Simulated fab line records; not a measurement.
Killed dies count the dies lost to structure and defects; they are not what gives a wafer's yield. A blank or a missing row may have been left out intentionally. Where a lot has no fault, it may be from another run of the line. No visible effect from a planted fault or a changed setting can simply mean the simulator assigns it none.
Matching of chambers | flow n5 finfet | rie diel-04 running N5_BEOL_M10_ETCH_66: 4 sister chambers
The step etches SOC in N2/H2, target depth 120 nm, overetch 24 nm, time 180 s. 16 wafers are shown with their chamber, then 8 later ones without.

WAFERS WITH THEIR CHAMBER
wafer  | chamber | showerhead plenum p Torr (Torr) | drypump motor current A (A) | oes product au (a.u.)
L076.1 | 2       | 2.48                            | 5.6                         | 0.75
L076.3 | 0       | 2.63                            | 6.7                         | 0.59
L076.5 | 0       | 2.63                            | 6.7                         | 0.59
L078.1 | 3       | 2.43                            | 6.2                         | 0.60
L078.3 | 2       | 2.48                            | 5.7                         | 0.73
L078.6 | 0       | 2.63                            | 6.7                         | 0.58
L080.1 | 1       | 2.59                            | 5.9                         | 0.76
L080.3 | 0       | 2.63                            | 6.7                         | 0.58
L080.5 | 3       | 2.43                            | 6.2                         | 0.61
L082.1 | 1       | 2.59                            | 5.9                         | 0.75
L082.2 | 3       | 2.43                            | 6.2                         | 0.60
L082.3 | 0       | 2.62                            | 6.7                         | 0.58
L085.3 | 0       | 2.62                            | 6.7                         | 0.58
L085.4 | 3       | 2.43                            | 6.2                         | 0.60
L085.6 | 1       | 2.59                            | 5.9                         | 0.75
L088.1 | 2       | 2.47                            | 5.6                         | 0.71

SIGNATURES (means of the wafers above)
reading                  | chamber 0 | chamber 1 | chamber 2 | chamber 3 | scatter within a chamber
showerhead plenum p Torr | 2.6267    | 2.5900    | 2.4767    | 2.4300    | 0.00408
drypump motor current A  | 6.700     | 5.900     | 5.633     | 6.200     | 0.0236
oes product au           | 0.5833    | 0.7533    | 0.7300    | 0.6025    | 0.00946
Rule: for each reading, subtract the chamber's mean from the wafer's reading, divide by that reading's scatter and square the result; add these up over the readings and take the root, which gives the wafer's distance from the chamber. The wafer belongs to the nearest chamber; if the next one is less than 2 further off, it can't be placed. How the scatter is found: for the shown wafers, subtract from each reading the mean of its chamber, square and add these, divide the total by (wafers less chambers), then take the root.

WAFERS WHOSE CHAMBER IS MISSING
wafer  | showerhead plenum p Torr (Torr) | drypump motor current A (A) | oes product au (a.u.)
L088.3 | 2.43                            | 6.2                         | 0.59
L088.5 | 2.47                            | 5.6                         | 0.70
L092.2 | 2.58                            | 5.9                         | 0.70
L092.5 | 2.61                            | 6.7                         | 0.57
L092.6 | 2.58                            | 5.9                         | 0.71
L094.1 | 2.61                            | 6.7                         | 0.56
L094.4 | 2.42                            | 6.2                         | 0.58
L094.6 | 2.58                            | 5.9                         | 0.70

CHAMBER TAKEN BY EACH
wafer  | from the rows above | in truth
L088.3 | 3                   | 3
L088.5 | 2                   | 2
L092.2 | 1                   | 1
L092.5 | 0                   | 0
L092.6 | 1                   | 1
L094.1 | 0                   | 0
L094.4 | 3                   | 3
L094.6 | 1                   | 1
Placed correctly: 8 of 8. Left unplaced by these rows: 0. 0 placed wrongly.
